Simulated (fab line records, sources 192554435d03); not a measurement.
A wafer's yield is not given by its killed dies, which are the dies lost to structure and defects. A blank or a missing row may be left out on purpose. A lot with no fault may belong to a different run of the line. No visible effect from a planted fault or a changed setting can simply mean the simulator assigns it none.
Which of the tools did it? + flow n5 finfet + 72 wafers from 24 lots sampled at 3 of the route's 1938 steps

WHAT THE GAUGES SHOWED, per wafer
N5_HKMG_FIN_INSPECT_28: inspects for defects (darkfield). Usual: 39 for raw defect count, sd 18.
| lot  | measured     | on                | raw defect count | flag |
|------|--------------|-------------------|------------------|------|
| L074 | day 4 07:36  | defect inspect-01 | 27 26 38         |      |
| L075 | day 4 17:17  | defect inspect-02 | 43 60 39         |      |
| L076 | day 4 22:23  | defect inspect-01 | 33 19 26         |      |
| L077 | day 5 02:28  | defect inspect-01 | 40 38 21         |      |
| L078 | day 5 05:11  | defect inspect-02 | 45 24 25         |      |
| L079 | day 5 15:49  | defect inspect-01 | 19 45 70         |      |
| L080 | day 5 19:02  | defect inspect-02 | 37 91 17         |      |
| L081 | day 6 03:27  | defect inspect-02 | 28 25 42         |      |
| L082 | day 6 09:41  | defect inspect-01 | 30 35 22         |      |
| L083 | day 6 14:53  | defect inspect-01 | 47 105 54        |      |
| L084 | day 6 18:52  | defect inspect-02 | 20 49 51         |      |
| L085 | day 7 02:02  | defect inspect-01 | 107 33 47        |      |
| L086 | day 7 12:34  | defect inspect-02 | 31 16 29         |      |
| L087 | day 7 14:40  | defect inspect-02 | 30 38 43         |      |
| L088 | day 7 21:01  | defect inspect-02 | 66 43 25         |      |
| L089 | day 8 05:10  | defect inspect-01 | 28 22 21         |      |
| L090 | day 8 05:50  | defect inspect-02 | 16 29 29         |      |
| L091 | day 9 10:36  | defect inspect-02 | 42 37 21         |      |
| L092 | day 9 11:17  | defect inspect-01 | 17 31 62         |      |
| L093 | day 9 12:16  | defect inspect-02 | 40 55 37         |      |
| L096 | day 11 07:02 | defect inspect-01 | 64 47 36         |      |
| L095 | day 11 07:46 | defect inspect-01 | 47 30 28         |      |
| L094 | day 11 09:23 | defect inspect-01 | 29 92 64         |      |
| L097 | day 11 10:19 | defect inspect-01 | 12 32 23         |      |

WHICH TOOL RAN EACH LOT (tool, then ch and the chambers of the sampled wafers, then the start)
| lot  | N5_HKMG_FIN_ALD_79                  | N5_HKMG_FIN_STRIP_19                 |
|------|-------------------------------------|--------------------------------------|
| L074 | ald metal-04 ch 0,1,2, day 4 01:07  | plasma asher-02 ch 0,1, day 4 03:44  |
| L075 | ald metal-01 ch 0,2,3, day 4 10:45  | plasma asher-02 ch 0,1, day 4 13:24  |
| L076 | ald metal-01 ch 1,2,3, day 4 15:59  | plasma asher-02 ch 0,1, day 4 18:28  |
| L077 | ald metal-01 ch 2,3, day 4 19:47    | plasma asher-02 ch 0,1, day 4 22:31  |
| L078 | ald metal-04 ch 1,2,3, day 4 22:28  | plasma asher-01 ch 0,1, day 5 01:13  |
| L079 | ald metal-04 ch 2,3, day 5 09:28    | plasma asher-01 ch 0,1, day 5 12:08  |
| L080 | ald metal-02 ch 0,1, day 5 12:38    | plasma asher-02 ch 0,1, day 5 15:22  |
| L081 | ald metal-01 ch 1,2,3, day 5 20:46  | plasma asher-01 ch 0,1, day 5 23:36  |
| L082 | ald metal-04 ch 0,2,3, day 6 02:42  | plasma asher-02 ch 0,1, day 6 05:33  |
| L083 | ald metal-04 ch 1,3, day 6 08:16    | plasma asher-02 ch 0,1, day 6 10:52  |
| L084 | ald metal-02 ch 0,2,3, day 6 12:00  | plasma asher-02 ch 0,1, day 6 14:59  |
| L085 | ald metal-02 ch 0,3, day 6 19:18    | plasma asher-02 ch 0,1, day 6 21:58  |
| L086 | ald metal-02 ch 1,2,3, day 7 05:12  | plasma asher-02 ch 0,1, day 7 08:01  |
| L087 | ald metal-01 ch 0,2, day 7 08:05    | plasma asher-02 ch 0,1, day 7 10:45  |
| L088 | ald metal-04 ch 1,2,3, day 7 14:22  | plasma asher-01 ch 0,1, day 7 17:07  |
| L089 | ald metal-04 ch 0,3, day 7 22:08    | plasma asher-01 ch 0, day 8 01:10    |
| L090 | ald metal-04 ch 0,1,2, day 7 23:35  | plasma asher-02 ch 0, day 8 02:04    |
| L091 | ald metal-02 ch 1,3, day 9 04:20    | plasma asher-01 ch 0,1, day 9 06:49  |
| L092 | ald metal-04 ch 0,1,2, day 9 04:55  | plasma asher-02 ch 0,1, day 9 07:31  |
| L093 | ald metal-01 ch 0,3, day 9 05:45    | plasma asher-02 ch 0,1, day 9 08:29  |
| L096 | ald metal-01 ch 0,2,3, day 10 23:32 | plasma asher-02 ch 0,1, day 11 02:42 |
| L095 | ald metal-01 ch 0,1,2, day 11 00:18 | plasma asher-02 ch 0,1, day 11 03:29 |
| L094 | ald metal-02 ch 1,2, day 11 01:56   | plasma asher-01 ch 0, day 11 04:40   |
| L097 | ald metal-04 ch 0,1,3, day 11 03:15 | plasma asher-01 ch 0,1, day 11 06:38 |
- N5_HKMG_FIN_ALD_79: deposits TiN, target thk 1.5 nm, pulse time 1 s, purge time 3 s.
- N5_HKMG_FIN_STRIP_19: strips in N2/H2, time 360 s.

WHAT THE TOOLS THEMSELVES READ (means of the sampled wafers that have a number; where no wafer has one, the mark that the record gives instead)
N5_HKMG_FIN_ALD_79. Usual: chamber pressure Torr 3.000 Torr, standard deviation 0.0069; heater power w 872 W, standard deviation 97; precursor pulse height rel 0.997, standard deviation 0.02.
| lot  | tool         | chamber pressure Torr (Torr) | heater power w (W) | precursor pulse height rel | flag |
|------|--------------|------------------------------|--------------------|----------------------------|------|
| L074 | ald metal-04 | 2.999                        | 822                | 1.000                      |      |
| L075 | ald metal-01 | 2.996                        | 821                | 0.976                      |      |
| L076 | ald metal-01 | 3.000                        | 866                | 1.009                      |      |
| L077 | ald metal-01 | 3.000                        | 808                | 0.993                      |      |
| L078 | ald metal-04 | 3.000                        | 871                | 1.003                      |      |
| L079 | ald metal-04 | 3.000                        | 821                | 0.989                      |      |
| L080 | ald metal-02 | 3.002                        | 956                | 0.991                      |      |
| L081 | ald metal-01 | 2.996                        | 864                | 0.992                      |      |
| L082 | ald metal-04 | 3.001                        | 824                | 1.008                      |      |
| L083 | ald metal-04 | 3.001                        | 928                | 0.985                      |      |
| L084 | ald metal-02 | 3.006                        | 959                | 1.002                      |      |
| L085 | ald metal-02 | 3.001                        | 905                | 1.012                      |      |
| L086 | ald metal-02 | 3.003                        | 1006               | 0.993                      |      |
| L087 | ald metal-01 | 2.999                        | 826                | 0.998                      |      |
| L088 | ald metal-04 | 2.998                        | 866                | 1.011                      |      |
| L089 | ald metal-04 | 3.003                        | 856                | 1.004                      |      |
| L090 | ald metal-04 | 3.001                        | 835                | 0.978                      |      |
| L091 | ald metal-02 | 3.005                        | 939                | 1.017                      |      |
| L092 | ald metal-04 | 2.994                        | 824                | 0.993                      |      |
| L093 | ald metal-01 | 3.002                        | 761                | 0.991                      |      |
| L096 | ald metal-01 | 3.002                        | 810                | 1.006                      |      |
| L095 | ald metal-01 | 2.998                        | 864                | 0.988                      |      |
| L094 | ald metal-02 | 2.997                        | 1046               | 1.003                      |      |
| L097 | ald metal-04 | 2.995                        | 871                | 1.012                      |      |

N5_HKMG_FIN_STRIP_19. Usual: drypump motor current A 5.90 A, standard deviation 0.17; heater power w 492 W, standard deviation 51.
| lot  | tool            | drypump motor current A (A) | heater power w (W) | flag |
|------|-----------------|-----------------------------|--------------------|------|
| L074 | plasma asher-02 | 5.80                        | 537                |      |
| L075 | plasma asher-02 | 5.87                        | 500                |      |
| L076 | plasma asher-02 | 5.82                        | 526                |      |
| L077 | plasma asher-02 | 5.86                        | 494                |      |
| L078 | plasma asher-01 | 5.95                        | 431                |      |
| L079 | plasma asher-01 | 6.12                        | 456                |      |
| L080 | plasma asher-02 | 5.84                        | 505                |      |
| L081 | plasma asher-01 | 6.10                        | 449                |      |
| L082 | plasma asher-02 | 5.85                        | 504                |      |
| L083 | plasma asher-02 | 5.87                        | 497                |      |
| L084 | plasma asher-02 | 5.82                        | 532                |      |
| L085 | plasma asher-02 | 5.81                        | 527                |      |
| L086 | plasma asher-02 | 5.81                        | 527                |      |
| L087 | plasma asher-02 | 5.86                        | 491                |      |
| L088 | plasma asher-01 | 5.94                        | 445                |      |
| L089 | plasma asher-01 | 5.81                        | 437                |      |
| L090 | plasma asher-02 | 5.93                        | 477                |      |
| L091 | plasma asher-01 | 6.11                        | 442                |      |
| L092 | plasma asher-02 | 5.79                        | 536                |      |
| L093 | plasma asher-02 | 5.86                        | 500                |      |
| L096 | plasma asher-02 | 5.85                        | 504                |      |
| L095 | plasma asher-02 | 5.87                        | 500                |      |
| L094 | plasma asher-01 | 5.85                        | 442                |      |
| L097 | plasma asher-01 | 5.98                        | 435                |      |

THE ANSWER, worked out from the rows above alone
Rule: a lot counts as off when the mean over its wafers that have a number is more than 3 standard deviations away from the usual mean. A lot without any number at a reading at which 4 lots or more have one is off too. Any other lot the step has rows for is counted as sound. The gauges are gone through in route order, then the tools' own readings, and for those a lot's mean is taken as printed above. At the first step where some lot is off, the reading lying furthest off is the one used; lots without a number count as furthest.
None of the lots is off at any reading shown; this tells nothing.

WHAT THE SIMULATOR PUT IN
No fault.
